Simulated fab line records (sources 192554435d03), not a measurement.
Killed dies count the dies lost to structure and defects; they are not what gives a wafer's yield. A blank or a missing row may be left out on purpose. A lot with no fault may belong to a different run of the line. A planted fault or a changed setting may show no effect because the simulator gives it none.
fab line records	flow n5-finfet
[record] lots = 7	wafers = 21
route steps=1938 shown BEOL_M5@1123 BEOL_M7@1293 BEOL_M9@1404
start-h: the number of hours between the record's first day and the start of the first shown wafer of the lot	wait-h: hours from the lot's prior step to this one	" same as the row above	L1.1+2: one row covering several wafers at once	- value missing, or start not given	* or withheld: withheld	< > ~ a bound
route shown NAME@n: NAME is a module with steps in the file, n the number in the route of the first one	usual: mean and standard deviation over wafers with no fault	same: alike in all rows	chamber/n: place in a boat	sites: the reading at each site	_std_site: the standard deviation of these	_edge_site: inner sites' mean taken away from outer sites' mean	radius-mm: for every site, how far away it sits from the centre of the wafer	mask NAME#n: copy n	behind: the tool/chamber that last shaped the wafer	hold: why the lot went on hold/how many hours it stayed there/how the hold came to an end	device: the n, p or np transistor that did not switch	end of line: at the end of the route, the tests of the same wafers	a step without rows: its recipe alone	killed: at the first sort, the dies lost to defects and structure; wafer yield is something else	map: per-die view of a wafer (x killed, . not killed, _ where there is no die)
set.NAME: setting as actually run; set.NAME@STEP: the setting as run at that earlier step	model.NAME: the simulator's own value behind a step, which no gauge read
lots where settings were altered on purpose, with a table for each step and a row for each wafer
[[steps]]
[step N5_BEOL_M5_EXPOSE_08]
[recipe] mask-id = M5	na = 0.33	source-shape = annular	sigma-inner = 0.4	sigma-outer = 0.8	polarization = unpolarized	target-cd-nm = 28	dose-mj = 35.75
lot.wafer	tool	chamber	start-h	wait-h	mask	set.dose-mj
L077.3+5	euv-scanner-01	0	186.28	-	M5#0	33.23
L077.6	"	0	"	"	M5#0	35.75
L078.1+2	euv-scanner-01	0	192.62	-	M5#0	34.78
L078.3	"	0	"	"	M5#0	35.75
L083.4	euv-scanner-02	0	219.95	-	M5#0	38.29
L083.5+6	"	0	"	"	M5#0	35.75
L086.1+4+5	euv-scanner-02	0	244.13	-	M5#0	35.75
L088.2+5	euv-scanner-01	0	247.21	-	M5#0	35.75
L088.3	"	0	"	"	M5#0	33.63
L087.1	euv-scanner-01	0	247.69	-	M5#0	37.99
L087.4+6	"	0	"	"	M5#0	35.75
L092.2+5	euv-scanner-02	0	278.92	-	M5#0	35.75
L092.3	"	0	"	"	M5#0	38.07
[step N5_BEOL_M5_PEB_09]
[recipe] peb-temp-c = 100	peb-time-s = 60	resist = CAR-EUV
[step N5_BEOL_M5_DEVELOP_10]
[recipe] develop-time-s = 30	developer = TMAH	resist = CAR-EUV	rinse-liquid = surfactant-rinse	dry = air-spin	dev-temp-c = 23
[step N5_BEOL_M5_CD_MEAS_11]
[recipe] target-cd-nm = 27.74	landing-energy-ev = 500	detector = se-inlens
[usual] cd-nm = 27.94/0.25
lot.wafer	tool	chamber	start-h	wait-h	set.dose-mj@BEOL_M5_EXPOSE_08	cd-nm
L077.3	cd-sem-01	0	186.39	-	33.23	26.06
L077.5	"	0	"	"	33.23	25.76
L077.6	"	0	"	"	35.75	27.65
L078.1	cd-sem-02	0	192.75	-	34.78	27.28
L078.2	"	0	"	"	34.78	27.32
L078.3	"	0	"	"	35.75	28.31
L083.4	cd-sem-01	0	220.06	-	38.29	29.54
L083.5	"	0	"	"	35.75	27.97
L083.6	"	0	"	"	35.75	27.98
L086.1	cd-sem-02	0	244.26	-	35.75	27.99
L086.4	"	0	"	"	35.75	28.12
L086.5	"	0	"	"	35.75	27.98
L088.2	cd-sem-03	0	247.33	-	35.75	28.34
L088.3	"	0	"	"	33.63	26.39
L088.5	"	0	"	"	35.75	28.06
L087.1	cd-sem-03	0	247.82	-	37.99	29.53
L087.4	"	0	"	"	35.75	28.04
L087.6	"	0	"	"	35.75	27.60
L092.2	cd-sem-02	0	279.05	-	35.75	27.49
L092.3	"	0	"	"	38.07	29.36
L092.5	"	0	"	"	35.75	27.07
[step N5_BEOL_M5_DESCUM_16]
[recipe] chemistry = O2	time-s = 7	source-power-w = 50	bias-power-w = 20	pressure-mtorr = 20	rf-frequency-hz = 2.712e+07	temp-c = 40	resist = CAR-EUV	o2-flow-sccm = 225
lot.wafer	tool	chamber	start-h	wait-h	set.dose-mj@BEOL_M5_EXPOSE_08	model.BEOL_M5.cd-nm
L077.3+5	rie-diel-03	1,0	186.57	0.1	33.23	26
L077.6	"	3	"	"	35.75	27.8
L078.1+2	rie-diel-03	1,3	193.00	0.2	34.78	27.4
L078.3	"	0	"	"	35.75	28.2
L083.4	rie-diel-06	1	220.51	0.4	38.29	29.4
L083.5	"	0	"	"	35.75	28
L083.6	"	1	"	"	35.75	27.8
L086.1+4+5	rie-diel-03	1,0,0	244.93	0.6	35.75	28
L088.2+5	rie-diel-05	1	247.46	0.0	35.75	28
L088.3	"	0	"	"	33.63	26.6
L087.1	rie-diel-06	0	247.94	0.0	37.99	29.2
L087.4	"	2	"	"	35.75	28
L087.6	"	3	"	"	35.75	27.8
L092.2+5	rie-diel-06	3,1	279.17	0.0	35.75	27.6
L092.3	"	1	"	"	38.07	29
[step N5_BEOL_M5_ETCH_72]
[recipe] chemistry = N2/H2	target = underlayer	target-depth-a = 65	mask-material = CAR-EUV	time-s = 5.2	ion-energy-ev = 200	pressure-mtorr = 30	source-w = 840	bias-w = 150	n2-flow-sccm = 200	h2-flow-sccm = 200	ends = cleared
[step N5_BEOL_M5_ETCH_61]
[recipe] chemistry = CF4	target = SiARC	target-depth-a = 156	mask-material = CAR-EUV	time-s = 26	ion-energy-ev = 80	pressure-mtorr = 40	source-w = 545	bias-w = 36	Ar_flow_sccm = 100	cf4-flow-sccm = 100	ends = cleared
[step N5_BEOL_M5_STRIP_73]
[recipe] chemistry = N2/H2	temp-c = 40	n2-flow-sccm = 200	h2-flow-sccm = 200	rf-frequency-hz = 6e+07
[step N5_BEOL_M5_STRIP_64]
[recipe] chemistry = CF4	resist = SiARC	power-w = 300	bias-power-w = 75	pressure-mtorr = 50	cf4-flow-sccm = 150	rf-frequency-hz = 6e+07
[step N5_BEOL_M5_HM_OPEN_17]
[recipe] chemistry = Cl2/BCl3	target-depth-a = 200	overetch-a = 60	target = TiN	mask-material = SOC	ion-energy-ev = 150	pressure-mtorr = 10	icp-w = 1000	bias-w = 126	Cl2_flow_sccm = 53.25	bcl3-flow-sccm = 21.75	Ar_flow_sccm = 25
lot.wafer	tool	chamber	start-h	wait-h	set.dose-mj@BEOL_M5_EXPOSE_08	model.BEOL_M5.cd-nm
L077.3+5	rie-metal-01	1,0	186.85	0.1	33.23	26
L077.6	"	1	"	"	35.75	27.8
L078.1	rie-metal-01	0	193.24	0.0	34.78	27.2
L078.2	"	1	"	"	34.78	27.4
L078.3	"	0	"	"	35.75	27.8
L083.4	rie-metal-02	0	220.79	0.1	38.29	29.4
L083.5	"	0	"	"	35.75	27.8
L083.6	"	1	"	"	35.75	27.6
L086.1	rie-metal-01	1	245.17	0.0	35.75	28.2
L086.4	"	1	"	"	35.75	28
L086.5	"	0	"	"	35.75	27.8
L088.2+5	rie-metal-02	0	247.70	0.0	35.75	28
L088.3	"	1	"	"	33.63	26.4
L087.1	rie-metal-01	0	248.19	0.0	37.99	28.8
L087.4	"	1	"	"	35.75	28.2
L087.6	"	0	"	"	35.75	27.8
L092.2	rie-metal-01	0	279.42	0.0	35.75	27.4
L092.3	"	0	"	"	38.07	28.8
L092.5	"	1	"	"	35.75	27.6
[step N5_BEOL_M5_STRIP_19]
[recipe] chemistry = O2	power-w = 400	temp-c = 40	pressure-mtorr = 30	rf-frequency-hz = 6e+07	bias-power-w = 0	overash-fraction = 0.2	o2-flow-sccm = 225
[step N5_BEOL_M5_CD_MEAS_18]
[recipe] pitch-nm = 56	target-cd-nm = 28
[usual] cd-nm = 27.89/0.29
lot.wafer	tool	chamber	start-h	wait-h	set.dose-mj@BEOL_M5_EXPOSE_08	cd-nm
L077.3	cd-sem-01	-	187.01	0.1	33.23	26.13
L077.5	"	-	"	"	33.23	26.26
L077.6	"	-	"	"	35.75	27.40
L078.1	cd-sem-03	-	193.44	0.0	34.78	27.45
L078.2	"	-	"	"	34.78	27.24
L078.3	"	-	"	"	35.75	27.98
L083.4	cd-sem-01	-	221.12	0.0	38.29	29.44
L083.5	"	-	"	"	35.75	27.87
L083.6	"	-	"	"	35.75	27.60
L086.1	cd-sem-03	-	245.37	0.0	35.75	28.43
L086.4	"	-	"	"	35.75	28.04
L086.5	"	-	"	"	35.75	27.82
L088.2	cd-sem-02	-	247.88	0.1	35.75	28.17
L088.3	"	-	"	"	33.63	26.51
L088.5	"	-	"	"	35.75	28.13
L087.1	cd-sem-02	-	248.37	0.0	37.99	29.10
L087.4	"	-	"	"	35.75	28.02
L087.6	"	-	"	"	35.75	27.84
L092.2	cd-sem-03	-	279.60	0.1	35.75	27.35
L092.3	"	-	"	"	38.07	28.42
L092.5	"	-	"	"	35.75	27.52
[step N5_BEOL_M5_COAT_65]
[recipe] resist = SOC	temp-c = 250	time-s = 60	spin-rpm = 1500	resist-thk-nm = 60
[step N5_BEOL_M5_COAT_66]
[recipe] resist = SiARC	temp-c = 220	time-s = 60	spin-rpm = 1500	resist-thk-nm = 12
[step N5_BEOL_M5_DESCUM_33]
[recipe] chemistry = O2	time-s = 7	source-power-w = 50	bias-power-w = 20	pressure-mtorr = 20	rf-frequency-hz = 2.712e+07	temp-c = 40	resist = CAR-EUV	o2-flow-sccm = 225
[step N5_BEOL_M5_ETCH_75]
[recipe] chemistry = N2/H2	target = underlayer	target-depth-a = 65	mask-material = CAR-EUV	time-s = 5.2	ion-energy-ev = 200	pressure-mtorr = 30	source-w = 840	bias-w = 150	n2-flow-sccm = 200	h2-flow-sccm = 200	ends = cleared
lot.wafer	tool	chamber	start-h	wait-h	set.dose-mj@BEOL_M5_EXPOSE_08	model.BEOL_M5.cd-nm
L077.3	rie-diel-05	3	193.01	0.0	33.23	26
L077.5	"	0	"	"	33.23	26.2
L077.6	"	3	"	"	35.75	27.8
L078.1	rie-diel-06	1	194.18	0.0	34.78	27
L078.2	"	2	"	"	34.78	27.4
L078.3	"	0	"	"	35.75	28
L083.4	rie-diel-06	2	221.86	0.0	38.29	29.2
L083.5	"	0	"	"	35.75	27.6
L083.6	"	1	"	"	35.75	27.4
L086.1	rie-diel-03	2	246.82	0.0	35.75	28
L086.4	"	1	"	"	35.75	27.6
L086.5	"	3	"	"	35.75	27.8
L088.2+5	rie-diel-03	0	248.62	0.0	35.75	28
L088.3	"	1	"	"	33.63	26.2
L087.1	rie-diel-05	1	249.12	0.0	37.99	29
L087.4	"	0	"	"	35.75	28.2
L087.6	"	1	"	"	35.75	27.8
L092.2	rie-diel-05	3	280.61	0.0	35.75	27
L092.3	"	2	"	"	38.07	28.6
L092.5	"	2	"	"	35.75	27.2
[step N5_BEOL_M5_ETCH_67]
[recipe] chemistry = CF4	target = SiARC	target-depth-a = 156	mask-material = CAR-EUV	time-s = 26	ion-energy-ev = 80	pressure-mtorr = 40	source-w = 545	bias-w = 36	Ar_flow_sccm = 100	cf4-flow-sccm = 100	ends = cleared
[step N5_BEOL_M5_ETCH_68]
[recipe] chemistry = N2/H2	target = SOC	target-depth-a = 800	overetch-a = 160	mask-material = SiARC	temp-c = 40	time-s = 120	ion-energy-ev = 200	pressure-mtorr = 30	source-w = 840	bias-w = 150	n2-flow-sccm = 200	h2-flow-sccm = 200
[step N5_BEOL_M5_PRECLEAN_42]
[recipe] chemistry = residue-remover	time-s = 60	temp-c = 40
[step N5_BEOL_M5_SRD_43]
[recipe] time-s = 30	temp-c = 23	rinse-liquid = diw	dry = ipa-marangoni
[step N5_BEOL_M5_CD_MEAS_35]
[recipe] target-cd-nm = 28	target-cd-y-nm = 24	polarity = opening
[usual] cd-nm = 27.96/0.29
lot.wafer	tool	chamber	start-h	wait-h	set.dose-mj@BEOL_M5_EXPOSE_08	cd-nm
L077.3	cd-sem-03	-	193.55	0.0	33.23	26.06
L077.5	"	-	"	"	33.23	25.98
L077.6	"	-	"	"	35.75	28.01
L078.1	cd-sem-01	-	194.72	0.0	34.78	27.21
L078.2	"	-	"	"	34.78	27.23
L078.3	"	-	"	"	35.75	28.14
L083.4	cd-sem-02	-	222.40	0.0	38.29	29.51
L083.5	"	-	"	"	35.75	27.67
L083.6	"	-	"	"	35.75	27.46
L086.1	cd-sem-02	-	247.35	0.0	35.75	28.16
L086.4	"	-	"	"	35.75	28.31
L086.5	"	-	"	"	35.75	27.76
L088.2	cd-sem-03	-	249.16	0.0	35.75	27.90
L088.3	"	-	"	"	33.63	26.36
L088.5	"	-	"	"	35.75	27.99
L087.1	cd-sem-02	-	249.65	0.0	37.99	28.97
L087.4	"	-	"	"	35.75	28.26
L087.6	"	-	"	"	35.75	27.81
L092.2	cd-sem-01	-	281.16	0.0	35.75	27.77
L092.3	"	-	"	"	38.07	28.61
L092.5	"	-	"	"	35.75	27.63
[step N5_BEOL_M5_DEP_56]
[recipe] material = SiCN	target-thk-a = 80	temp-c = withheld	precursor = 3MS/NH3	pressure-torr = 3	rf-w = 202	time-s = 14
lot.wafer	tool	chamber	start-h	wait-h	set.time-s	model.SiCN_of_BEOL_M5_DEP_56.thk-nm
L077.3	pecvd-04	1	200.53	0.0	15.91	9
L077.5	"	1	"	"	15.91	9.2
L077.6	"	2	"	"	14	8.2
L078.1	pecvd-02	0	202.29	0.0	14	8
L078.2	"	2	"	"	14	7.8
L078.3	"	1	"	"	14	8.2
L083.4	pecvd-03	2	229.06	0.0	14	7.8
L083.5	"	0	"	"	12.27	7
L083.6	"	1	"	"	14	8
L086.1+4+5	pecvd-02	1,2,1	254.24	0.0	14	8
L088.2	pecvd-02	0	256.11	0.0	14	8
L088.3	"	2	"	"	13.14	7.4
L088.5	"	2	"	"	13.14	7.6
L087.1+4	pecvd-02	0,1	257.06	0.0	14	8
L087.6	"	2	"	"	14	8.2
L092.2	pecvd-02	0	288.87	0.0	15.03	8.4
L092.3+5	"	2,1	"	"	14	7.8
[step N5_BEOL_M7_EXPOSE_25]
[recipe] mask-id = V6	na = 0.33	source-shape = annular	sigma-inner = 0.4	sigma-outer = 0.8	polarization = unpolarized	target-cd-nm = 40	dose-mj = 42.5
lot.wafer	tool	chamber	start-h	wait-h	mask	set.dose-mj
L077.3+5	euv-scanner-01	0	212.71	-	V6#0	44.05
L077.6	"	0	"	"	V6#0	42.5
L078.1+3	euv-scanner-02	0	214.43	-	V6#0	42.5
L078.2	"	0	"	"	V6#0	41.59
L083.4+5+6	euv-scanner-02	0	238.65	-	V6#0	42.5
L088.2+3	euv-scanner-01	0	265.82	-	V6#0	42.5
L088.5	"	0	"	"	V6#0	39.46
L086.1+4+5	euv-scanner-01	0	265.85	-	V6#0	42.5
L087.1	euv-scanner-02	0	267.74	-	V6#0	42.5
L087.4+6	"	0	"	"	V6#0	40.28
L092.2	euv-scanner-02	0	301.47	-	V6#0	42.5
L092.3+5	"	0	"	"	V6#0	45.13
[step N5_BEOL_M7_PEB_26]
[recipe] peb-temp-c = 100	peb-time-s = 60	resist = CAR-EUV
[step N5_BEOL_M7_DEVELOP_27]
[recipe] develop-time-s = 30	developer = TMAH	resist = CAR-EUV	rinse-liquid = surfactant-rinse	dry = air-spin	dev-temp-c = 23
[step N5_BEOL_M7_CD_MEAS_28]
[recipe] target-cd-nm = 40	landing-energy-ev = 500	detector = se-inlens
[usual] cd-nm = 40.01/0.22
lot.wafer	tool	chamber	start-h	wait-h	set.dose-mj@BEOL_M7_EXPOSE_25	cd-nm
L077.3	cd-sem-03	0	212.83	-	44.05	40.76
L077.5	"	0	"	"	44.05	40.92
L077.6	"	0	"	"	42.5	40.13
L078.1	cd-sem-02	0	214.56	-	42.5	40.30
L078.2	"	0	"	"	41.59	39.57
L078.3	"	0	"	"	42.5	39.90
L083.4	cd-sem-01	0	238.76	-	42.5	40.09
L083.5	"	0	"	"	42.5	40.29
L083.6	"	0	"	"	42.5	39.87
L088.2	cd-sem-02	0	265.94	-	42.5	39.94
L088.3	"	0	"	"	42.5	40.09
L088.5	"	0	"	"	39.46	38.59
L086.1	cd-sem-01	0	265.99	-	42.5	39.89
L086.4	"	0	"	"	42.5	39.79
L086.5	"	0	"	"	42.5	40.08
L087.1	cd-sem-01	0	267.87	-	42.5	39.82
L087.4	"	0	"	"	40.28	38.79
L087.6	"	0	"	"	40.28	38.97
L092.2	cd-sem-01	0	301.60	-	42.5	40.03
L092.3	"	0	"	"	45.13	41.60
L092.5	"	0	"	"	45.13	40.97
[step N5_BEOL_M7_DESCUM_33]
[recipe] chemistry = O2	time-s = 7	source-power-w = 50	bias-power-w = 20	pressure-mtorr = 20	rf-frequency-hz = 2.712e+07	temp-c = 40	resist = CAR-EUV	o2-flow-sccm = 225
lot.wafer	tool	chamber	start-h	wait-h	set.dose-mj@BEOL_M7_EXPOSE_25	model.BEOL_M7.cd-nm
L077.3+5	rie-diel-06	1	213.10	0.2	44.05	41
L077.6	"	2	"	"	42.5	40.2
L078.1+3	rie-diel-06	0,2	214.68	0.0	42.5	40.2
L078.2	"	3	"	"	41.59	39.6
L083.4+5	rie-diel-06	2,1	238.88	0.0	42.5	40.2
L083.6	"	2	"	"	42.5	40
L088.2+3	rie-diel-03	2,0	266.07	0.0	42.5	40
L088.5	"	0	"	"	39.46	38.2
L086.1+4+5	rie-diel-05	0,1,0	266.11	0.0	42.5	39.8
L087.1	rie-diel-03	1	267.99	0.0	42.5	40
L087.4	"	0	"	"	40.28	38.8
L087.6	"	1	"	"	40.28	39
L092.2	rie-diel-06	3	302.05	0.4	42.5	40
L092.3+5	"	2,0	"	"	45.13	41.2
[step N5_BEOL_M7_ETCH_72]
[recipe] chemistry = N2/H2	target = underlayer	target-depth-a = 65	mask-material = CAR-EUV	time-s = 5.2	ion-energy-ev = 200	pressure-mtorr = 30	source-w = 840	bias-w = 150	n2-flow-sccm = 200	h2-flow-sccm = 200	ends = cleared
[step N5_BEOL_M7_ETCH_65]
[recipe] chemistry = CF4	target = SiARC	target-depth-a = 156	mask-material = CAR-EUV	time-s = 26	ion-energy-ev = 80	pressure-mtorr = 40	source-w = 545	bias-w = 36	Ar_flow_sccm = 100	cf4-flow-sccm = 100	ends = cleared
lot.wafer	tool	chamber	start-h	wait-h	set.dose-mj@BEOL_M7_EXPOSE_25	model.BEOL_M7.cd-nm
L077.3+5	rie-diel-06	1	213.15	0.0	44.05	41
L077.6	"	2	"	"	42.5	40.2
L078.1	rie-diel-06	0	214.73	0.0	42.5	40.2
L078.2	"	3	"	"	41.59	39.6
L078.3	"	2	"	"	42.5	40
L083.4+5+6	rie-diel-06	2,1,2	238.93	0.0	42.5	40.2
L088.2	rie-diel-03	2	266.12	0.0	42.5	39.8
L088.3	"	0	"	"	42.5	40
L088.5	"	0	"	"	39.46	38.2
L086.1+4+5	rie-diel-05	0,1,0	266.16	0.0	42.5	39.8
L087.1	rie-diel-03	1	268.04	0.0	42.5	40
L087.4	"	0	"	"	40.28	38.8
L087.6	"	1	"	"	40.28	39
L092.2	rie-diel-06	3	302.10	0.0	42.5	39.8
L092.3+5	"	2,0	"	"	45.13	41.4
[step N5_BEOL_M7_VIA_ETCH_34]
[recipe] chemistry = C4F6/O2	target = SiCOH_lowk	target-depth-a = 1255	mask-material = SOC	taper-deg = 4	time-s = 50.5	ion-energy-ev = 250	pressure-mtorr = 30	source-w = 345	bias-w = 185	Ar_flow_sccm = 300	C4F6_flow_sccm = 10	O2_flow_sccm = 10
[usual] rf-vpp-V = 666/7.7
lot.wafer	tool	chamber	start-h	wait-h	set.source-w	rf-vpp-V	model.etch.depth-nm
L077.3	rie-diel-06	1	213.28	0.0	377.5	643	132.4
L077.5	"	1	"	"	345	675	126.9
L077.6	"	2	"	"	345	667	124.2
L078.1	rie-diel-06	0	214.86	0.0	345	655	124.7
L078.2	"	3	"	"	345	672	124.2
L078.3	"	2	"	"	345	667	122.8
L083.4	rie-diel-06	2	239.06	0.0	345	669	122.7
L083.5	"	1	"	"	304.2	719	119.7
L083.6	"	2	"	"	304.2	712	115.4
L088.2	rie-diel-03	2	266.25	0.0	373.1	638	126.5
L088.3	"	0	"	"	373.1	652	125.5
L088.5	"	0	"	"	345	677	120.9
L086.1	rie-diel-05	0	266.29	0.0	345	656	124.5
L086.4	"	1	"	"	345	676	129
L086.5	"	0	"	"	345	657	125.3
L087.1	rie-diel-03	1	268.17	0.0	345	661	121
L087.4	"	0	"	"	345	679	122.9
L087.6	"	1	"	"	345	660	121.9
L092.2	rie-diel-06	3	302.23	0.0	345	671	127.7
L092.3	"	2	"	"	310.9	704	118.7
L092.5	"	0	"	"	310.9	691	119.5
[step N5_BEOL_M9_PECVD_70]
[recipe] material = SiO2	target-thk-a = 200	temp-c = 400	precursor = TEOS/O2	pressure-torr = 5.5	rf-w = 450	teos-flow-sccm = 53.8	gas = O2	flow-sccm = 3000	time-s = 22.7
lot.wafer	tool	chamber	start-h	wait-h	set.time-s	model.SiO2_of_BEOL_M9_PECVD_70.thk-nm
L077.3	pecvd-04	1	224.17	0.1	22.7	20.2
L077.5+6	"	0,1	"	"	19.81	17.6
L078.1+2	pecvd-02	2,0	224.75	0.0	24.25	21.4
L078.3	"	1	"	"	22.7	19.8
L083.4	pecvd-03	2	252.16	0.1	23.98	21
L083.5+6	"	0,1	"	"	22.7	20
L088.2	pecvd-03	2	279.88	0.0	22.7	19.8
L088.3	"	1	"	"	24.44	21.2
L088.5	"	1	"	"	24.44	21.4
L087.1	pecvd-03	0	280.42	0.0	24.18	21
L087.4	"	2	"	"	24.18	21.4
L087.6	"	0	"	"	22.7	20.2
L086.1	pecvd-04	1	280.88	0.0	22.7	20
L086.4+5	"	2,0	"	"	22.7	20.2
L092.2+5	pecvd-02	2,0	318.83	0.0	22.7	20.2
L092.3	"	1	"	"	22.7	19.6
[[key]]
[split] step = N5_BEOL_M5_EXPOSE_08	setting = dose-mj	stated = 35.75	by = wafer
[response] step = N5_BEOL_M5_CD_MEAS_11	reading = cd-nm	change = +0.272	per = 1%	r = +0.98
[response] step = N5_BEOL_M5_DESCUM_16	reading = model.BEOL_M5.cd-nm	change = +0.228	per = 1%	r = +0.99
[response] step = N5_BEOL_M5_HM_OPEN_17	reading = model.BEOL_M5.cd-nm	change = +0.219	per = 1%	r = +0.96
[response] step = N5_BEOL_M5_CD_MEAS_18	reading = cd-nm	change = +0.204	per = 1%	r = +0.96
[response] step = N5_BEOL_M5_ETCH_75	reading = model.BEOL_M5.cd-nm	change = +0.236	per = 1%	r = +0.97
[response] step = N5_BEOL_M5_CD_MEAS_35	reading = cd-nm	change = +0.23	per = 1%	r = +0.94
[split] step = N5_BEOL_M5_DEP_56	setting = time-s	stated = 14	by = wafer
[response] step = N5_BEOL_M5_DEP_56	reading = model.SiCN_of_BEOL_M5_DEP_56.thk-nm	change = +0.0717	per = 1%	r = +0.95
[split] step = N5_BEOL_M7_EXPOSE_25	setting = dose-mj	stated = 42.5	by = wafer
[response] step = N5_BEOL_M7_CD_MEAS_28	reading = cd-nm	change = +0.197	per = 1%	r = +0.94
[response] step = N5_BEOL_M7_DESCUM_33	reading = model.BEOL_M7.cd-nm	change = +0.225	per = 1%	r = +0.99
[response] step = N5_BEOL_M7_ETCH_65	reading = model.BEOL_M7.cd-nm	change = +0.236	per = 1%	r = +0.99
[split] step = N5_BEOL_M7_VIA_ETCH_34	setting = source-w	stated = 345	by = wafer
[response] step = N5_BEOL_M7_VIA_ETCH_34	reading = rf-vpp-V	change = -3.38	per = 1%	r = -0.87
[response] step = N5_BEOL_M7_VIA_ETCH_34	reading = model.etch.depth-nm	change = +0.641	per = 1%	r = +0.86
[split] step = N5_BEOL_M9_PECVD_70	setting = time-s	stated = 22.7	by = wafer
[response] step = N5_BEOL_M9_PECVD_70	reading = model.SiO2_of_BEOL_M9_PECVD_70.thk-nm	change = +0.198	per = 1%	r = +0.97
